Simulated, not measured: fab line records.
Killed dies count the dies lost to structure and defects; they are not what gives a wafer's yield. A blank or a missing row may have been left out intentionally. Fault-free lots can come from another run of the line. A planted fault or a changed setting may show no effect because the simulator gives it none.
Split-lot trial    flow n5Finfet    39 wafers read across 7 lots, on a route 1938 steps long

THE SPLIT ITSELF
At N5_ZERO_LAYER_ETCH_18 (etches Si in HBr/Cl2, target depth 120 nm, time 40 s), the setting targetDepthA was moved away from the recipe's 1200 angstrom on 18 of the 39 wafers read, by -56.1% to +58.4%. All remaining wafers had this setting at the recipe value.

The reading is taken at the split's own step.

THE READING
coat_of_ZERO_LAYER_COAT_05.thkNm (the simulator's own value, which no gauge read), in nm, at N5_ZERO_LAYER_ETCH_18 (etches Si in HBr/Cl2, target depth 120 nm, time 40 s). No usual value for it is given in the file. Here, 21 wafers ran the recipe; their average is 931.0 nm with a standard deviation of 3.8 nm.

wafer   tool, chamber at the split  targetDepthA as run, angstrom  against the recipe  coat_of_ZERO_LAYER_COAT_05.thkNm, nm  against lot-mates on the recipe
L074.1  rieSi-02, 1                 717.8                          -40.2%              950                                   +14.6
L074.2  rieSi-02, 0                 1200                           recipe              937.2                                 -
L074.3  rieSi-02, 3                 1200                           recipe              934.1                                 -
L074.4  rieSi-02, 2                 717.8                          -40.2%              951.5                                 +16.1
L074.5  rieSi-02, 2                 717.8                          -40.2%              951                                   +15.6
L074.6  rieSi-02, 1                 1200                           recipe              934.8                                 -
L075.2  rieSi-05, 1                 1200                           recipe              923.9                                 -
L075.4  rieSi-05, 0                 1200                           recipe              923.2                                 -
L075.6  rieSi-05, 0                 1200                           recipe              925.5                                 -
L076.1  rieSi-05, 0                 1901                           +58.4%              902.3                                 -26.7
L076.2  rieSi-05, 1                 1901                           +58.4%              904.1                                 -24.9
L076.3  rieSi-05, 3                 1200                           recipe              931                                   -
L076.4  rieSi-05, 2                 1901                           +58.4%              904.2                                 -24.8
L076.5  rieSi-05, 3                 1200                           recipe              927.9                                 -
L076.6  rieSi-05, 0                 1200                           recipe              928                                   -
L082.1  rieSi-05, 0                 527.1                          -56.1%              958                                   +23.9
L082.2  rieSi-05, 1                 527.1                          -56.1%              958.6                                 +24.5
L082.3  rieSi-05, 2                 527.1                          -56.1%              955.3                                 +21.2
L082.4  rieSi-05, 3                 1200                           recipe              935.1                                 -
L082.5  rieSi-05, 1                 1200                           recipe              934.9                                 -
L082.6  rieSi-05, 0                 1200                           recipe              932.4                                 -
L087.1  rieSi-02, 1                 1725                           +43.8%              916.7                                 -17.5
L087.2  rieSi-02, 3                 1725                           +43.8%              916.6                                 -17.6
L087.3  rieSi-02, 0                 1725                           +43.8%              918.1                                 -16.1
L087.4  rieSi-02, 2                 1200                           recipe              933.6                                 -
L087.5  rieSi-02, 0                 1200                           recipe              933.3                                 -
L087.6  rieSi-02, 3                 1200                           recipe              935.8                                 -
L091.1  rieSi-04, 1                 1200                           recipe              929.3                                 -
L091.2  rieSi-04, 0                 755.7                          -37.0%              944.8                                 +14.3
L091.3  rieSi-04, 2                 1200                           recipe              930.2                                 -
L091.4  rieSi-04, 3                 755.7                          -37.0%              942.7                                 +12.2
L091.5  rieSi-04, 1                 1200                           recipe              932                                   -
L091.6  rieSi-04, 0                 755.7                          -37.0%              943.8                                 +13.3
L093.1  rieSi-04, 1                 1200                           recipe              929.9                                 -
L093.2  rieSi-04, 0                 1649                           +37.4%              918.5                                 -10.9
L093.3  rieSi-04, 3                 1649                           +37.4%              916.7                                 -12.7
L093.4  rieSi-04, 2                 1200                           recipe              930.2                                 -
L093.5  rieSi-04, 1                 1649                           +37.4%              916.9                                 -12.5
L093.6  rieSi-04, 2                 1200                           recipe              928.2                                 -

THE FIT
A straight line over all 39 wafers: coat_of_ZERO_LAYER_COAT_05.thkNm changes by -0.425 nm for each +1% of targetDepthA; r = -0.97; the points scatter about the line by 3.6 nm.
The same after taking each lot's own level away (the mean of its wafers on the recipe; 39 wafers): -0.396 nm for each +1%; r = -0.99; scatter 1.6 nm.
That fit puts the effect of the largest move of targetDepthA on the reading at 23 nm.
From 924.20 to 935.37 nm: that is the span of the lots' own levels, equal to 2.9 times the standard deviation above.
The two slopes are in agreement: the lot-to-lot level therefore moves the slope only a little.
Check: -22.7 nm against its lot-mates is what the line predicts for one of the wafers moved furthest among these (+58.4%) when that wafer is left out of the fit. It came out at -26.7 nm against them.

THE WHOLE CHAIN: every reading that the file lists as answering this split, in the file's order
step                    what it does                                          reading                                                                            change (the file's fit)                r (the file's)
N5_ZERO_LAYER_ETCH_18   etches Si in HBr/Cl2, target depth 120 nm, time 40 s  ZERO_LAYER.featureDepthNm (the simulator's own value, which no gauge read)         +1.2 nm for each +1% of the setting    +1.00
N5_ZERO_LAYER_ETCH_18   etches Si in HBr/Cl2, target depth 120 nm, time 40 s  etch.depthNm (the simulator's own value, which no gauge read)                      +1.2 nm for each +1% of the setting    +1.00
N5_ZERO_LAYER_ETCH_18   etches Si in HBr/Cl2, target depth 120 nm, time 40 s  coat_of_ZERO_LAYER_COAT_05.thkNm (the simulator's own value, which no gauge read)  -0.397 nm for each +1% of the setting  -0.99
N5_ZERO_LAYER_STRIP_24  strips in O2                                          stripTimeToEndpointS                                                               withheld for each +1% of the setting   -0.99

THE FILE'S OWN FIT
coat_of_ZERO_LAYER_COAT_05.thkNm changes by -0.397 nm for each +1% of targetDepthA, r = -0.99.
